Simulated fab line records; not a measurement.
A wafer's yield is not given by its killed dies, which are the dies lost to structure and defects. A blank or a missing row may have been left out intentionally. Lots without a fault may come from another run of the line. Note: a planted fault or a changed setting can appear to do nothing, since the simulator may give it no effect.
Comparing a struck lot with a sound one / flow n5Finfet / 16 steps out of a route of 1938
Sound: these wafers, L611.4, L611.5, L611.6. Struck: wafers L616.1, L616.5, L616.6. Last of all comes the cause.
For every step that has rows: the tool of each side, followed by ch and its chambers, followed by its first start. Under that, the readings that differ: sound wafers / struck wafers / difference of the means / sigmas: that difference in standard deviations of wafers without a fault.
alike: a reading whose means differ by less than 2 such deviations, as well as words and numbers matching on both sides. not compared: withheld readings; readings where some wafer has no value; bounds like >300 that might hide an equal value; numbers whose values overlap and for which the record gives no deviation.
A row with sigmas, a row that says differs or no value, or rows on one side alone: a step with any of these is where the two part. When numbers do not overlap yet have no deviation, they are printed without sigmas and do not part them. A reading that every wafer of one side lacks parts them only if that side has two wafers or more.

first, 2 steps without rows for these wafers: N5_BEOL_M4_PRE_CLEAN_45 (time 30 s); N5_BEOL_M4_ALD_84 (deposits TaN, pulse time 2 s, purge time 3 s, co reactant purge time 2 s).
N5_BEOL_M4_SURFACE_TREAT_85:
  sound: pvdSputter-01 at day 8 20:09; struck: pvdSputter-03 at day 10 00:47
  not compared: throttleValvePct
then, 1 step without rows for these wafers: N5_BEOL_M4_CVD_47 (deposits Co from CCTBA/H2, target thk 3 nm, time 223.8 s).
N5_BEOL_M4_SPUTTER_48: material Cu, target thk 4.5 nm, time 8.29 s.
  sound: pvdSputter-02 at day 8 21:25; struck: pvdSputter-03 at day 10 01:00
  alike: chamberPressurePa, chuckGasFlowSccm, chuckSensorTempC, throttleValvePct
then, 1 step without rows for these wafers: N5_BEOL_M4_ANNEAL_49 (time 240 s).
N5_BEOL_M4_SPUTTER_79: material Cu, target thk 4.5 nm, time 8.29 s.
  sound: pvdSputter-02 at day 8 21:38; struck: pvdSputter-03 at day 10 01:13
  alike: chamberPressurePa, chuckGasFlowSccm, chuckSensorTempC, throttleValvePct
N5_BEOL_M4_ANNEAL_80: time 240 s.
  sound: pvdSputter-02 at day 8 21:43; struck: pvdSputter-03 at day 10 01:18
  alike: heaterPowerW
then, 2 steps without rows for these wafers: N5_BEOL_M4_SPUTTER_81 (material Cu, target thk 4.5 nm, time 8.29 s); N5_BEOL_M4_ANNEAL_82 (time 240 s).
N5_BEOL_M4_SPUTTER_86: material Cu, target thk 4.5 nm, time 8.29 s.
  sound: pvdSputter-02 at day 8 22:05; struck: pvdSputter-03 at day 10 01:40
  alike: chamberPressurePa, chuckGasFlowSccm, chuckSensorTempC, throttleValvePct
then, 1 step without rows for these wafers: N5_BEOL_M4_ANNEAL_87 (time 240 s).
N5_BEOL_M4_SPUTTER_88: material Cu, target thk 4.5 nm, time 8.29 s.
  sound: pvdSputter-02 at day 8 22:18; struck: pvdSputter-03 at day 10 01:53
  no value came back on the struck wafers for any of 5 readings (chamberPressurePa (Pa), chuckGasFlowSccm (sccm) and others); on the sound wafers chamberPressurePa (Pa) reads 0.06974 0.07001 0.06987
then, 1 step without rows for these wafers: N5_BEOL_M4_ANNEAL_89 (time 240 s).
N5_BEOL_M4_RC_MEAS_101:
  sound on prober-01 ch 0, day 9 00:50; struck on prober-02 ch 0, day 10 03:53
  alike: DIBL_N, DIBL_P, IOFF_N, IOFF_P, ION_N, ION_P, SS_N, SS_P, VT_N, VT_P
-- a jump in the record: the struck wafers' starts before and after are 4 days apart (it breaks off in module BEOL_M4 and resumes in module PASSIVATION, where the first step shown is number 1936 of the route) --
N5_PASSIVATION_PROBE_49:
  record: rows for the struck wafers here (prober-02, day 14 14:23), none for the sound ones

## WHERE THEY PART
At N5_BEOL_M4_SPUTTER_88 first; at N5_PASSIVATION_PROBE_49 last (within this record only).

WHY: the cause the simulator had injected
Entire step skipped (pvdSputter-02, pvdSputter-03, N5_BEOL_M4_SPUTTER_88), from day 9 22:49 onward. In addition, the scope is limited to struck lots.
